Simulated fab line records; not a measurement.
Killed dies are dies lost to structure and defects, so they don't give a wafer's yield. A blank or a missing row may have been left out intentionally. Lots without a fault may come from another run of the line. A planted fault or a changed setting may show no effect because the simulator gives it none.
2 desks, one fault | flow n5Finfet | each desk holds nothing but its own numbers, with what lay behind them at the end

FROM THE METROLOGY DESK
What the gauges read, lot by lot, whatever tool the lot ran on: means of the sampled wafers that have a number. The brackets show how far a lot's mean lies from the usual mean; more than 4 standard deviations puts the lot out of limits, marked OUT. 7 of its 10 readings are shown, namely those furthest out on some lot.
Columns: A = DIBL_N at N5_BEOL_M4_RC_MEAS_101, usual 36.1 mV/V; B = DIBL_P at N5_BEOL_M4_RC_MEAS_101, usual 36.6 mV/V; C = IOFF_N at N5_BEOL_M4_RC_MEAS_101, usual 0.160 nA/um; D = ION_N at N5_BEOL_M4_RC_MEAS_101, usual 677 uA/um; E = ION_P at N5_BEOL_M4_RC_MEAS_101, usual 464 uA/um; F = SS_N at N5_BEOL_M4_RC_MEAS_101, usual 71.4 mV/dec; G = SS_P at N5_BEOL_M4_RC_MEAS_101, usual 73.3 mV/dec
lot  | first seen here | A    | B    | C     | D   | E   | F    | G
L414 | day 7 23:26     | 36.9 | 36.2 | 0.153 | 677 | 465 | 71.6 | 73.6
L416 | day 8 13:53     | 35.5 | 37.0 | 0.148 | 683 | 476 | 71.4 | 73.2
L419 | day 9 20:05     | 35.9 | 36.4 | 0.142 | 674 | 471 | 70.9 | 73.2
L423 | day 10 19:41    | 37.1 | 35.9 | 0.136 | 669 | 460 | 71.1 | 73.0
L429 | day 12 15:07    | 37.0 | 36.7 | 0.169 | 680 | 462 | 71.4 | 73.9
L431 | day 12 20:09    | 37.7 | 39.7 | 0.196 | 688 | 464 | 72.6 | 73.4
L432 | day 13 00:31    | 35.1 | 36.5 | 0.155 | 678 | 458 | 71.8 | 73.6
L434 | day 13 03:23    | 34.1 | 34.1 | 0.138 | 670 | 465 | 71.1 | 72.5
L436 | day 13 07:43    | 35.5 | 34.1 | 0.133 | 665 | 464 | 71.2 | 73.2
L435 | day 13 23:40    | 36.2 | 37.2 | 0.154 | 678 | 458 | 71.4 | 73.5
Finding of this desk: none of the 10 lots has anything out of limits.

TOOL OWNER'S DESK, lithoTrack-02
The tool's own readings at N5_BEOL_M2_COAT_73 (time 60 s, resist thk 5 nm): means of the sampled wafers that have a number, for each lot that ran on this tool. The brackets show how far a lot's mean lies from the usual mean; more than 4 standard deviations puts the lot out of limits, marked OUT.
Columns: A = dispensePressureKPa at N5_BEOL_M2_COAT_73, usual 48.83 kPa; B = spinSpeedRpm at N5_BEOL_M2_COAT_73, usual 1500.0 rpm
lot  | first seen here | A     | B
L429 | day 10 21:24    | 48.91 | 1499.3
L431 | day 10 23:14    | 48.87 | 1710.0 (+99 or more) OUT
L432 | day 11 00:19    | 48.89 | 1710.1 (+99 or more) OUT
Finding of this desk: L431, L432 out of limits; the first was L431 at day 10 23:14, on spinSpeedRpm at N5_BEOL_M2_COAT_73. Within limits: L429.

PUT TOGETHER
At day 10 23:14, on L431, L432, the tool owner's desk was in a position to raise an alarm.
Metrology desk: nothing out of limits seen.
The metrology desk has L431, L432 on record, within its limits.
The lots listed all ran N5_BEOL_M2_COAT_73 on lithoTrack-02.

WHAT WAS PUT IN BY THE SIMULATOR
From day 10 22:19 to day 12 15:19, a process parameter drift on lithoTrack-02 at N5_BEOL_M2_COAT_73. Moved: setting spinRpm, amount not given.
Struck lots among those shown: L431, L432.
Delay in hours, fault start to first out-of-limits reading, by desk: the tool owner's desk at 1.
